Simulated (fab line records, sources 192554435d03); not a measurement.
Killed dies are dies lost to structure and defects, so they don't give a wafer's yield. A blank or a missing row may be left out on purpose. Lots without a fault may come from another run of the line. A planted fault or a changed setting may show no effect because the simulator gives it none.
Split-lot experiment | flow n5_finfet | 7 lots, 39 wafers read, on a route of 1938 steps

THE SPLIT
At N5_DUMMY_GATE_ETCH_37 (etches SOC in N2/H2, target depth 60 nm, overetch 30 nm), the setting source_w was moved away from the recipe's 840 W on 15 of the 39 wafers read, by -12.8% to +16.7%. The other wafers ran this setting at the recipe's value.

The reading is taken at the split's own step.

THE READING
rf_vpp_V, in V, at N5_DUMMY_GATE_ETCH_37 (etches SOC in N2/H2, target depth 60 nm, overetch 30 nm). Fault-free wafers of this fab line usually give 525 V, standard deviation 3.2 V.

wafer  | tool, chamber at the split | source_w as run, W | against the recipe | rf_vpp_V, V | against lot-mates on the recipe
L077.1 | rie_diel-02, 3             | 840                | recipe             | 528         | -
L077.2 | rie_diel-02, 0             | 840                | recipe             | 526         | -
L077.3 | rie_diel-02, 2             | 840                | recipe             | 519         | -
L077.4 | rie_diel-02, 1             | 840                | recipe             | 522         | -
L077.5 | rie_diel-02, 3             | 840                | recipe             | 527         | -
L077.6 | rie_diel-02, 0             | 840                | recipe             | 528         | -
L079.1 | rie_diel-02, 0             | 840                | recipe             | 529         | -
L079.2 | rie_diel-02, 2             | 916.3              | +9.1%              | 504         | -21
L079.3 | rie_diel-02, 1             | 916.3              | +9.1%              | 506         | -19
L079.4 | rie_diel-02, 3             | 840                | recipe             | 527         | -
L079.5 | rie_diel-02, 2             | 840                | recipe             | 520         | -
L079.6 | rie_diel-02, 3             | 916.3              | +9.1%              | 513         | -12
L080.1 | rie_diel-02, 3             | 840                | recipe             | 528         | -
L080.2 | rie_diel-02, 1             | 732.1              | -12.8%             | 545         | +22
L080.3 | rie_diel-02, 0             | 732.1              | -12.8%             | 552         | +29
L080.4 | rie_diel-02, 2             | 840                | recipe             | 520         | -
L080.5 | rie_diel-02, 2             | 840                | recipe             | 520         | -
L080.6 | rie_diel-02, 3             | 732.1              | -12.8%             | 553         | +30
L083.1 | rie_diel-06, 1             | 745.7              | -11.2%             | 550         | +26
L083.2 | rie_diel-06, 3             | 840                | recipe             | 527         | -
L083.3 | rie_diel-06, 0             | 840                | recipe             | 522         | -
L083.4 | rie_diel-06, 2             | 840                | recipe             | 522         | -
L083.5 | rie_diel-06, 2             | 745.7              | -11.2%             | 544         | +20
L083.6 | rie_diel-06, 1             | 745.7              | -11.2%             | 550         | +26
L088.1 | rie_diel-02, 3             | 840                | recipe             | 527         | -
L088.2 | rie_diel-02, 2             | 840                | recipe             | 520         | -
L088.3 | rie_diel-02, 0             | 840                | recipe             | 526         | -
L088.4 | rie_diel-02, 0             | 739.8              | -11.9%             | 549         | +25
L088.5 | rie_diel-02, 2             | 739.8              | -11.9%             | 541         | +17
L088.6 | rie_diel-02, 3             | 739.8              | -11.9%             | 550         | +26
L089.1 | rie_diel-06, 3             | 840                | recipe             | 528         | -
L089.2 | rie_diel-06, 2             | 979.9              | +16.7%             | 496         | -31
L089.3 | rie_diel-06, 1             | 840                | recipe             | 527         | -
L089.4 | rie_diel-06, 0             | 979.9              | +16.7%             | 496         | -31
L089.5 | rie_diel-06, 2             | 979.9              | +16.7%             | 498         | -29
L089.6 | rie_diel-06, 3             | 840                | recipe             | 527         | -
L090.1 | rie_diel-02, 3             | 840                | recipe             | 527         | -
L090.2 | rie_diel-02, 0             | 840                | recipe             | 528         | -
L090.3 | rie_diel-02, 1             | 840                | recipe             | 519         | -

THE FIT
A straight line over all 39 wafers: rf_vpp_V changes by -1.85 V for each +1% of source_w; r = -0.97; the points scatter about the line by 3.6 V.
The same after taking each lot's own level away (the mean of its wafers on the recipe; 39 wafers): -1.96 V for each +1%; r = -0.98; scatter 3.5 V.
On that fit, the largest move of source_w shifts the reading by 33 V.
The lots' own levels span 522.7 to 527.3 V, that is 1.5 times the standard deviation above.
So the lot-to-lot level changes the slope little: the two slopes agree.
Check: with one of the wafers moved furthest among these (+16.7%) left out of the fit, the line predicts -32.5 V for it against its lot-mates. It came out at -31.3 V against them.
Tool readings at the split's step, against how far the setting was moved: rf_vpp_V r = -0.97.

THE WHOLE CHAIN: every reading that the file lists as answering this split, in the file's order
step                  | what it does                                            | reading                                                                             | change (the file's fit)                | r (the file's)
N5_DUMMY_GATE_ETCH_37 | etches SOC in N2/H2, target depth 60 nm, overetch 30 nm | rf_vpp_V                                                                            | -1.97 V for each +1% of the setting    | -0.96
N5_DUMMY_GATE_ETCH_37 | etches SOC in N2/H2, target depth 60 nm, overetch 30 nm | SiARC_of_DUMMY_GATE_COAT_35.thk_nm (the simulator's own value, which no gauge read) | -0.0344 nm for each +1% of the setting | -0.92

THE FILE'S OWN FIT
rf_vpp_V changes by -1.97 V for each +1% of source_w, r = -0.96.
